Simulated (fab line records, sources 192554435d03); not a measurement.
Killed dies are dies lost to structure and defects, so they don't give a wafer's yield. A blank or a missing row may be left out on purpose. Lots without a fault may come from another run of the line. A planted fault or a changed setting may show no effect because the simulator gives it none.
Chamber matching | flow n5_finfet | N5_BEOL_M2_CO_CAP_55 on cvd_co-02: 3 sister chambers
The step material Co, precursor CCTBA/H2, target thk 2 nm, time 102.1 s. 3 wafers are shown with their chamber, then 12 later ones without.

WAFERS WITH THEIR CHAMBER
wafer  | chamber | heater_power_outer_w (W)
L090.1 | 1       | 124
L090.2 | 0       | 114
L090.3 | 2       | 160

WAFERS WITHOUT THEIR CHAMBER
wafer  | heater_power_outer_w (W)
L090.4 | 113
L090.5 | 155
L090.6 | 125
L089.2 | 156
L089.3 | 122
L089.5 | 154
L094.1 | 120
L094.3 | 114
L094.4 | 154
L096.3 | 113
L096.4 | 112
L096.5 | 157

WHICH CHAMBER EACH WENT THROUGH
wafer  | from the rows above     | in truth
L090.4 | 0                       | 0
L090.5 | 2                       | 2
L090.6 | 1                       | 1
L089.2 | 2                       | 2
L089.3 | can't be placed: 1 or 0 | 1
L089.5 | 2                       | 2
L094.1 | can't be placed: 1 or 0 | 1
L094.3 | 0                       | 0
L094.4 | 2                       | 2
L096.3 | 0                       | 0
L096.4 | 0                       | 0
L096.5 | 2                       | 2
Placed correctly: 10 of 12. Can't be placed from these rows: 2 (the true chamber is among the candidates in 2). Placed wrongly: 0.
How it was worked out, from the rows above alone: a wafer's distance from a chamber is the root of the sum, over the readings, of the square of ((its reading less the chamber's mean) divided by the reading's scatter). The wafer belongs to the nearest chamber; if the next one is less than 2 further off, it can't be placed. A chamber's mean is the mean of its shown wafers. The scatter: with one shown wafer a chamber, the root of the mean of the squares of how far each hidden wafer lies from its nearest shown one.
